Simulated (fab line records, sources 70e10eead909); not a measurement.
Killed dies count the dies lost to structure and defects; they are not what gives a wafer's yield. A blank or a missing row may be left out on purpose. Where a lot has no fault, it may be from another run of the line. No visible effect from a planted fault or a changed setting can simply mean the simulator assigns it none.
fab line records -- flow nand_harc
record lots=6, wafers=18, last_day=33
route steps=1302 shown A_CONTACT@992
lots that met no fault: taken from a fault-free run of the same line
start_h: start of the lot's first displayed wafer, in hours after the record's first day -- wait_h: hours since the lot's step before -- " identical to the entry in the row above -- L1.1+2: a row that stands for several wafers -- - no value, or no start given -- * or withheld: withheld -- < > ~ a bound
route shown NAME@n: NAME is a module with steps in the file, n the number in the route of the first one -- usual: the fault-free wafers' mean and standard deviation -- same: alike in all rows -- chamber/n: place in a boat -- sites: per-site readings -- _std_site: the standard deviation of these -- _edge_site: inner sites' mean taken away from outer sites' mean -- radius_mm: for every site, how far away it sits from the centre of the wafer -- mask NAME#n: copy n -- behind: the most recent tool/chamber to have shaped the wafer -- hold: why the lot went on hold/how many hours it stayed there/how the hold came to an end -- device: the n, p or np transistor that did not switch -- end of line: at the end of the route, the tests of the same wafers -- a step given without rows: its recipe and nothing more -- killed: count of dies lost to structure and defects at first sort (not the wafer's yield) -- map: a wafer's dies, x killed, . not, _ none there
set.NAME: the setting the step ran with; set.NAME@STEP: the setting that earlier step ran with -- model.NAME: the simulator's own value behind a step, which no gauge read
lots seen at some steps along the route; tables by step, rows by wafer
services: a tool's chamber out of use, with start hour (start_h, from the record's first day; less than 0 if before it), hours out, and reason
## steps
# step NHARC_A_CONTACT_SOFTBAKE_37
# recipe temp_c=105, time_s=55
# step NHARC_A_CONTACT_EBR_38
# step NHARC_A_CONTACT_EXPOSE_39
# recipe na=1.35, sigma_outer=0.8, dose_mj=58.79, mask_id=A_CC_3
# step NHARC_A_CONTACT_PEB_40
# recipe peb_temp_c=100, peb_time_s=65
# step NHARC_A_CONTACT_DEVELOP_41
# recipe develop_time_s=35, dev_temp_c=23
# step NHARC_A_CONTACT_CD_MEAS_42
# recipe target_cd_nm=300, landing_energy_ev=500
# usual cd_nm=300.2/0.46
lot.wafer,tool,chamber,start_h,wait_h,cd_nm
L193.3,cd_sem-01,0,502.87,-,299.4
L193.5,cd_sem-01,0,502.87,-,299.5
L193.6,cd_sem-01,0,502.87,-,299.7
L196.1,cd_sem-01,0,517.67,-,300.1
L196.4,cd_sem-01,0,517.67,-,299.6
L196.5,cd_sem-01,0,517.67,-,300.6
L199.1,cd_sem-01,0,568.84,-,300.4
L199.2,cd_sem-01,0,568.84,-,300.7
L199.4,cd_sem-01,0,568.84,-,300.9
L210.1,cd_sem-02,0,668.58,-,299.3
L210.2,cd_sem-02,0,668.58,-,299.6
L210.3,cd_sem-02,0,668.58,-,300.4
L212.4,cd_sem-01,0,675.82,-,300.3
L212.5,cd_sem-01,0,675.82,-,300.0
L212.6,cd_sem-01,0,675.82,-,300.0
L215.1,cd_sem-03,0,721.55,-,300.1
L215.4,cd_sem-03,0,721.55,-,299.9
L215.6,cd_sem-03,0,721.55,-,300.1
# step NHARC_A_CONTACT_OVL_MEAS_43
# usual overlay_x_nm=0.1/0.82, overlay_y_nm=-0.1/0.91
lot.wafer,tool,chamber,start_h,wait_h,overlay_x_nm,overlay_y_nm
L193.3,overlay-01,-,502.95,-,0.4,-0.5
L193.5,overlay-01,-,502.95,-,0.4,-0.7
L193.6,overlay-01,-,502.95,-,0.1,-0.6
L196.1,overlay-01,-,517.76,-,0.7,-1.9
L196.4,overlay-01,-,517.76,-,0.2,-2.0
L196.5,overlay-01,-,517.76,-,0.2,-1.9
L199.1,overlay-02,-,568.93,-,1.4,0.2
L199.2,overlay-02,-,568.93,-,1.3,-0.1
L199.4,overlay-02,-,568.93,-,1.6,0.3
L210.1,overlay-01,-,668.67,-,1.0,0.2
L210.2,overlay-01,-,668.67,-,0.4,-0.1
L210.3,overlay-01,-,668.67,-,0.5,0.0
L212.4,overlay-02,-,675.91,-,0.1,-0.6
L212.5,overlay-02,-,675.91,-,0.4,-1.2
L212.6,overlay-02,-,675.91,-,0.9,0.5
L215.1,overlay-01,-,721.64,-,0.4,0.7
L215.4,overlay-01,-,721.64,-,0.6,1.2
L215.6,overlay-01,-,721.64,-,-0.1,1.7
# step NHARC_A_CONTACT_INSPECT_44
# usual raw_defect_count=88/30
lot.wafer,tool,chamber,start_h,wait_h,raw_defect_count
L193.3,defect_inspect-01,-,502.99,0.0,137
L193.5,defect_inspect-01,-,502.99,0.0,150
L193.6,defect_inspect-01,-,502.99,0.0,143
L196.1,defect_inspect-02,-,517.80,0.0,110
L196.4,defect_inspect-02,-,517.80,0.0,111
L196.5,defect_inspect-02,-,517.80,0.0,106
L199.1,defect_inspect-02,-,568.97,0.0,68
L199.2,defect_inspect-02,-,568.97,0.0,57
L199.4,defect_inspect-02,-,568.97,0.0,75
L210.1,defect_inspect-02,-,668.71,0.0,29
L210.2,defect_inspect-02,-,668.71,0.0,22
L210.3,defect_inspect-02,-,668.71,0.0,24
L212.4,defect_inspect-01,-,675.95,0.0,132
L212.5,defect_inspect-01,-,675.95,0.0,112
L212.6,defect_inspect-01,-,675.95,0.0,133
L215.1,defect_inspect-02,-,721.69,0.1,80
L215.4,defect_inspect-02,-,721.69,0.1,79
L215.6,defect_inspect-02,-,721.69,0.1,77
# step NHARC_A_CONTACT_DESCUM_47
# recipe time_s=3, o2_flow_sccm=200, ar_flow_sccm=0, bias_power_w=0, chemistry=O2
# usual drypump_motor_current_A=5.9/0.33, oes_product_au=1.004/0.0076, rf_vpp_V=58.1/0.88, showerhead_plenum_p_Torr=1.97/0.083, throttle_valve_pct=11.312/0.009
lot.wafer,tool,chamber,start_h,wait_h,drypump_motor_current_A,oes_product_au,rf_hours_counter_h,rf_vpp_V,showerhead_plenum_p_Torr,throttle_valve_pct
L193.3,rie_diel-11,0,503.06,0.1,6.4,0.993,17,56.9,1.88,11.318
L193.5,rie_diel-11,3,503.06,0.1,5.8,1.001,-,59.3,2.07,11.313
L193.6,rie_diel-11,0,503.06,0.1,6.4,1.000,-,58.5,1.88,11.309
L196.1,rie_diel-07,2,517.87,0.1,6.1,1.010,6,58.8,2.06,11.305
L196.4,rie_diel-07,0,517.87,0.1,6.1,1.006,6,57.7,1.99,11.299
L196.5,rie_diel-07,1,517.87,0.1,5.9,1.000,-,58.0,1.99,11.311
L199.2,rie_diel-07,3,569.03,0.1,6.3,1.000,15,57.2,1.96,11.307
L199.1,rie_diel-07,0,569.03,0.1,6.1,1.016,15,57.5,1.99,11.313
L199.4,rie_diel-07,1,569.03,0.1,5.9,1.003,-,58.2,1.99,11.329
L210.1,rie_diel-07,2,668.77,0.1,6.1,0.996,3,59.4,2.05,11.299
L210.3,rie_diel-07,3,668.77,0.1,6.2,1.000,3,59.2,1.95,11.313
L210.2,rie_diel-07,1,668.77,0.1,5.9,1.004,3,58.4,1.99,11.318
L212.5,rie_diel-07,2,676.04,0.1,6.1,0.998,-,58.3,2.05,11.327
L212.4,rie_diel-07,3,676.04,0.1,6.2,0.996,-,57.7,1.95,11.319
L212.6,rie_diel-07,1,676.04,0.1,5.9,0.992,-,58.1,1.98,11.297
L215.4,rie_diel-11,0,721.75,0.1,6.4,0.991,32,56.6,1.86,11.326
L215.1,rie_diel-11,1,721.75,0.1,5.8,0.993,38,58.7,1.95,11.307
L215.6,rie_diel-11,0,721.75,0.1,6.4,0.996,-,57.4,1.86,11.313
# step NHARC_A_CONTACT_ETCH_48
# recipe target_depth_a=390, over_etch_frac=0.3, time_s=65, ion_energy_ev=80, cf4_flow_sccm=150, ar_flow_sccm=0, rf_w=300, bias_w=100, chemistry=CF4
# usual bias_w=99.98/0.29, drypump_motor_current_A=6.0/0.32, oes_product_au=1.002/0.0078, rf_vpp_V=151.8/1.3, showerhead_plenum_p_Torr=1.81/0.068, throttle_valve_pct=13.284/0.0088
lot.wafer,tool,chamber,start_h,wait_h,bias_w,drypump_motor_current_A,oes_product_au,rf_hours_counter_h,rf_vpp_V,showerhead_plenum_p_Torr,throttle_valve_pct
L193.3,rie_diel-11,0,503.14,0.1,100.54,6.4,0.998,17,151.5,1.74,13.274
L193.5,rie_diel-11,3,503.14,0.1,100.57,5.8,1.006,-,154.2,1.90,13.271
L193.6,rie_diel-11,0,503.14,0.1,100.40,6.4,0.994,-,148.9,1.74,13.284
L196.4,rie_diel-07,1,518.03,0.1,99.72,5.9,1.002,6,152.1,1.84,13.279
L196.1,rie_diel-07,2,518.03,0.1,100.04,6.0,1.009,7,153.1,1.90,13.285
L196.5,rie_diel-07,0,518.03,0.1,99.62,6.2,1.014,-,151.2,1.84,13.274
L199.2,rie_diel-07,0,569.13,0.1,100.20,6.2,0.990,15,152.0,1.84,13.284
L199.1,rie_diel-07,1,569.13,0.1,99.90,5.9,0.994,15,152.3,1.84,13.287
L199.4,rie_diel-07,3,569.13,0.1,100.01,6.2,1.005,-,151.3,1.81,13.289
L210.2,rie_diel-07,0,668.85,0.1,100.13,6.1,1.004,3,151.4,1.83,13.295
L210.3,rie_diel-07,1,668.85,0.1,99.46,5.9,0.998,3,151.8,1.83,13.282
L210.1,rie_diel-07,2,668.85,0.1,100.21,6.1,0.988,3,153.7,1.89,13.295
L212.5,rie_diel-07,2,676.14,0.1,99.98,6.1,0.990,-,151.6,1.89,13.284
L212.6,rie_diel-07,3,676.14,0.1,99.86,6.2,0.997,-,152.3,1.80,13.277
L212.4,rie_diel-07,1,676.14,0.1,99.84,6.0,1.006,-,151.6,1.83,13.313
L215.4,rie_diel-11,3,721.84,0.1,100.28,5.8,1.002,35,152.8,1.88,13.277
L215.1,rie_diel-11,1,721.84,0.1,99.61,5.8,0.985,38,150.4,1.80,13.292
L215.6,rie_diel-11,2,721.84,0.1,100.13,5.6,0.995,-,154.2,1.90,13.281
# step NHARC_A_CONTACT_ETCH_49
# recipe target_depth_a=2600, over_etch_frac=0.3, time_s=475.3, ion_energy_ev=200, n2_flow_sccm=150, h2_flow_sccm=150, ar_flow_sccm=0, rf_w=400, bias_w=150, chemistry=N2/H2
# usual bias_w=150.0/0.47, drypump_motor_current_A=5.9/0.33, oes_product_au=1.002/0.0084, rf_vpp_V=432.2/2.5, showerhead_plenum_p_Torr=2.10/0.088, throttle_valve_pct=14.172/0.0093
lot.wafer,tool,chamber,start_h,wait_h,bias_w,drypump_motor_current_A,oes_product_au,rf_hours_counter_h,rf_vpp_V,showerhead_plenum_p_Torr,throttle_valve_pct
L193.3,rie_diel-11,0,-,-,149.8,6.5,1.001,17,431.3,2.00,14.153
L193.5,rie_diel-11,0,-,-,149.2,6.5,0.991,-,428.6,2.00,14.172
L193.6,rie_diel-11,1,-,-,150.4,5.8,0.990,-,432.4,2.11,14.162
L196.4,rie_diel-07,2,-,-,148.4,6.1,1.016,7,434.8,2.20,14.184
L196.1,rie_diel-07,3,-,-,150.4,6.2,1.003,7,431.9,2.09,14.170
L196.5,rie_diel-07,3,-,-,150.5,6.3,1.005,-,429.6,2.09,14.180
L199.1,rie_diel-07,3,-,-,149.6,6.3,1.002,15,432.4,2.09,14.170
L199.2,rie_diel-07,1,-,-,150.2,6.0,1.008,16,431.9,2.13,14.167
L199.4,rie_diel-07,1,-,-,150.2,5.9,0.993,-,431.6,2.13,14.172
L210.1,rie_diel-07,2,-,-,150.6,6.1,0.996,4,434.4,2.19,14.165
L210.3,rie_diel-07,3,-,-,150.0,6.3,1.001,3,431.5,2.08,14.179
L210.2,rie_diel-07,0,-,-,148.8,6.2,1.005,3,431.1,2.12,14.183
L212.4,rie_diel-07,3,-,-,149.9,6.3,1.006,-,431.2,2.08,14.185
L212.5,rie_diel-07,1,-,-,149.9,5.9,0.987,-,432.0,2.12,14.166
L212.6,rie_diel-07,2,-,-,150.3,6.1,1.006,-,434.7,2.19,14.167
L215.1,rie_diel-11,0,-,-,150.6,6.4,0.998,32,428.2,1.98,14.172
L215.4,rie_diel-11,2,-,-,149.4,5.6,1.007,42,434.3,2.20,14.165
L215.6,rie_diel-11,1,-,-,149.8,5.8,0.996,-,431.5,2.08,14.187
# step NHARC_A_CONTACT_ETCH_50
# recipe target_depth_a=1210, time_s=60.5, cf4_flow_sccm=100, chf3_flow_sccm=30, ar_flow_sccm=0, rf_w=500, bias_w=200, chemistry=CF4/CHF3
# usual bias_w=200.0/0.59, drypump_motor_current_A=6.0/0.31, oes_product_au=0.954/0.02, rf_vpp_V=372.0/2.2, showerhead_plenum_p_Torr=1.62/0.061, throttle_valve_pct=16.803/0.0084
lot.wafer,tool,chamber,start_h,wait_h,bias_w,drypump_motor_current_A,oes_product_au,rf_hours_counter_h,rf_vpp_V,showerhead_plenum_p_Torr,throttle_valve_pct
L193.3,rie_diel-11,2,-,-,199.0,5.6,0.925,17,367.3,1.46,16.809
L193.5,rie_diel-11,3,-,-,200.5,5.8,0.933,-,373.8,1.70,16.806
L193.6,rie_diel-11,0,-,-,200.0,6.4,0.922,-,370.7,1.55,16.789
L196.1,rie_diel-07,3,-,-,200.0,6.2,0.964,7,370.4,1.61,16.793
L196.4,rie_diel-07,1,-,-,200.3,5.9,0.949,7,372.7,1.64,16.814
L196.5,rie_diel-07,0,-,-,200.1,6.2,0.967,-,371.5,1.64,16.806
L199.1,rie_diel-07,1,-,-,199.5,5.9,0.976,16,372.6,1.63,16.810
L199.2,rie_diel-07,3,-,-,200.2,6.3,0.975,15,370.4,1.61,16.803
L199.4,rie_diel-07,0,-,-,199.4,6.2,0.976,-,374.0,1.63,16.806
L210.3,rie_diel-07,1,-,-,201.4,5.9,0.970,3,372.0,1.63,16.793
L210.1,rie_diel-07,2,-,-,199.7,6.0,0.954,4,375.1,1.68,16.802
L210.2,rie_diel-07,0,-,-,200.1,6.2,0.976,3,372.9,1.63,16.800
L212.4,rie_diel-07,1,-,-,201.2,5.9,0.960,-,372.4,1.63,16.812
L212.5,rie_diel-07,2,-,-,199.7,6.1,0.960,-,373.4,1.68,16.815
L212.6,rie_diel-07,3,-,-,199.9,6.2,0.962,-,370.9,1.60,16.807
L215.4,rie_diel-11,3,-,-,199.8,5.9,0.986,35,373.6,1.68,16.795
L215.1,rie_diel-11,1,-,-,199.3,5.8,0.959,39,371.0,1.60,16.794
L215.6,rie_diel-11,3,-,-,199.9,5.8,0.983,-,375.3,1.68,16.779
# step NHARC_A_CONTACT_ETCH_51
# recipe target_depth_a=70000, over_etch_frac=0.3, time_s=1820, ion_energy_ev=150, o2_flow_sccm=400, cos_flow_sccm=20, ar_flow_sccm=0, rf_w=500, bias_w=300, chemistry=O2/COS
# usual bias_w=300.0/0.9, drypump_motor_current_A=5.9/0.33, o2_flow_sccm=399.8/1.3, oes_product_au=1.002/0.0082, rf_vpp_V=315.2/2, showerhead_plenum_p_Torr=3.20/0.13, throttle_valve_pct=28.330/0.0094
lot.wafer,tool,chamber,start_h,wait_h,bias_w,drypump_motor_current_A,o2_flow_sccm,oes_product_au,rf_hours_counter_h,rf_vpp_V,showerhead_plenum_p_Torr,throttle_valve_pct
L193.3,rie_diel-11,2,503.79,-,300.2,5.6,400.7,1.004,18,311.2,2.90,28.331
L193.6,rie_diel-11,1,503.79,-,300.3,5.8,400.0,0.997,-,315.1,3.22,28.326
L193.5,rie_diel-11,2,503.79,-,299.7,5.6,401.3,1.009,-,310.7,2.90,28.332
L196.4,rie_diel-07,2,518.54,-,301.1,6.1,401.6,1.018,7,317.3,3.35,28.316
L196.1,rie_diel-07,1,518.54,-,298.6,5.9,398.8,1.001,7,315.4,3.25,28.328
L196.5,rie_diel-07,3,518.54,-,299.2,6.3,399.3,1.004,-,315.4,3.20,28.339
L199.2,rie_diel-07,3,569.76,-,299.0,6.2,399.2,1.000,16,314.4,3.19,28.344
L199.1,rie_diel-07,0,569.76,-,300.3,6.2,402.2,1.013,16,314.2,3.24,28.335
L199.4,rie_diel-07,0,569.76,-,300.2,6.2,400.2,1.000,-,317.3,3.24,28.322
L210.2,rie_diel-07,3,669.38,-,300.0,6.3,319.5,0.991,4,314.7,2.77,25.241
L210.1,rie_diel-07,0,669.38,-,300.0,6.2,321.3,1.004,3,316.5,2.81,25.246
L210.3,rie_diel-07,1,669.38,-,300.3,6.0,320.3,1.001,4,315.5,2.81,25.242
L212.6,rie_diel-07,2,677.25,-,300.5,6.1,318.9,0.996,-,316.6,2.90,25.231
L212.4,rie_diel-07,3,677.25,-,299.3,6.2,319.5,1.018,-,314.9,2.77,25.256
L212.5,rie_diel-07,1,677.25,-,299.6,5.9,316.2,1.005,-,316.2,2.81,25.254
L215.1,rie_diel-11,3,722.62,-,299.2,5.8,399.5,1.000,35,314.8,3.33,28.330
L215.4,rie_diel-11,0,722.62,-,300.7,6.5,399.8,1.002,32,311.8,3.03,28.344
L215.6,rie_diel-11,1,722.62,-,300.2,5.8,397.9,0.995,-,315.0,3.18,28.328
# step NHARC_A_CONTACT_ETCH_111
# recipe source_w=withheld, pressure_mtorr=20, bias_v=withheld, time_s=140, target_depth_a=7000, ar_flow_sccm=withheld, c4f8_flow_sccm=withheld, o2_flow_sccm=withheld, chemistry=C4F8/O2/Ar
lot.wafer,tool,chamber,start_h,wait_h,rf_hours_counter_h
L193.3,har_cap_etch-03,0,504.94,-,-
L193.5,har_cap_etch-03,0,504.94,-,-
L193.6,har_cap_etch-03,1,504.94,-,-
L196.1,har_cap_etch-01,1,519.78,-,2
L196.4,har_cap_etch-01,1,519.78,-,-
L196.5,har_cap_etch-01,0,519.78,-,-
L199.1,har_cap_etch-02,0,571.22,-,97
L199.2,har_cap_etch-02,1,571.22,-,97
L199.4,har_cap_etch-02,1,571.22,-,-
L210.1,har_cap_etch-03,1,670.57,-,70
L210.2,har_cap_etch-03,0,670.57,-,70
L210.3,har_cap_etch-03,1,670.57,-,-
L212.4,har_cap_etch-01,1,678.32,-,-
L212.5,har_cap_etch-01,0,678.32,-,-
L212.6,har_cap_etch-01,1,678.32,-,-
L215.1,har_cap_etch-01,0,723.60,-,37
L215.4,har_cap_etch-01,0,723.60,-,-
L215.6,har_cap_etch-01,1,723.60,-,-
## services
tool,chamber,start_h,hours,kind
rie_diel-07,0,480.20,-,clean
rie_diel-07,1,480.20,-,clean
rie_diel-07,2,480.20,-,clean
rie_diel-07,3,480.20,-,clean
har_cap_etch-01,-,497.00,17.0,pm
rie_diel-07,0,504.70,-,clean
rie_diel-07,1,504.70,-,clean
rie_diel-07,2,504.70,-,clean
rie_diel-07,3,504.70,-,clean
rie_diel-07,0,529.20,-,clean
rie_diel-07,1,529.20,-,clean
rie_diel-07,2,529.20,-,clean
rie_diel-07,3,529.20,-,clean
har_cap_etch-02,-,551.44,0.2,repair
rie_diel-07,0,553.70,-,clean
rie_diel-07,1,553.70,-,clean
rie_diel-07,2,553.70,-,clean
rie_diel-07,3,553.70,-,clean
rie_diel-07,2,563.04,10.5,repair
rie_diel-07,0,578.20,-,clean
rie_diel-07,1,578.20,-,clean
rie_diel-11,-,609.92,9.0,pm
rie_diel-07,-,648.20,9.0,pm
rie_diel-07,0,670.15,9.9,repair
## key
first_sign step=NHARC_A_CONTACT_ETCH_51, reading=throttle_valve_pct, direction=down, sigmas=99+, usual=28.330, struck=25.245
effect step=NHARC_A_CONTACT_ETCH_51, reading=o2_flow_sccm, direction=down, sigmas=63, usual=*, struck=*
met_at NHARC_A_CONTACT_ETCH_51
struck_wafers L210.1,L210.2,L210.3,L212.4,L212.5,L212.6
tester_left_out L210,L212
onset_between 569.76 669.38
fault kind=process_parameter_drift, tool=rie_diel-07, chamber=-, onset_h=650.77, steps=NHARC_A_CONTACT_ETCH_51, channel=o2_flow_sccm, offset=*, shape=step, end_h=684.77, acts_in=*, stated=*
# tester_left_out: of these lots the tester's yield and bins aren't shown, on N5 and GAA mostly nor the transistor test; their killed dies are dies lost to structure and defects alone, not to doping, threshold or leakage, so they don't give the yield
